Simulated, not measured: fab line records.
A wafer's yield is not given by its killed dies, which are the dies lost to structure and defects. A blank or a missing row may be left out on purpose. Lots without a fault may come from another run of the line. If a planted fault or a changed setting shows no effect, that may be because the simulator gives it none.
Chamber matching ; flow nand-harc ; NHARC_A_CONTACT_DEP_58 on pecvd-01 has 3 sister chambers
The step deposits SiON, target thk 90 nm. 6 wafers are shown with their chamber, then 11 later ones without.

WAFERS WITH THEIR CHAMBER
wafer;chamber;heater-power-w (W)
L081.3;0;854
L081.5;2;664
L084.1;0;898
L084.3;2;751
L084.6;1;629
L087.1;1;617

WAFERS WHOSE CHAMBER IS MISSING
wafer;heater-power-w (W)
L087.4;730
L087.6;848
L091.1;756
L091.2;801
L091.3;939
L093.2;707
L093.3;954
L093.6;765
L097.1;666
L097.2;716
L097.5;655

WHICH CHAMBER EACH WENT THROUGH
wafer;from the rows above;in truth
L087.4;2;2
L087.6;0;0
L091.1;can't be placed: 2 or 0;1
L091.2;can't be placed: 0 or 2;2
L091.3;0;0
L093.2;2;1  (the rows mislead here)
L093.3;0;0
L093.6;can't be placed: 2 or 0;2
L097.1;can't be placed: 2 or 1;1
L097.2;2;2
L097.5;can't be placed: 1 or 2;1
Correct placement for 5 of the 11. Unplaceable from these rows: 5, with the true chamber sitting among the candidates in 4. Number placed wrongly: 1.
How it was worked out, from the rows above alone: a wafer's distance from a chamber is the root of the sum, over the readings, of the square of ((its reading less the chamber's mean) divided by the reading's scatter). The wafer belongs to the nearest chamber; if the next one is less than 2 further off, it can't be placed. The mean given for a chamber averages the wafers shown for that chamber. The scatter: take each reading less its chamber's mean, square it, sum over the shown wafers, divide by the number of wafers less the number of chambers, and take the root.
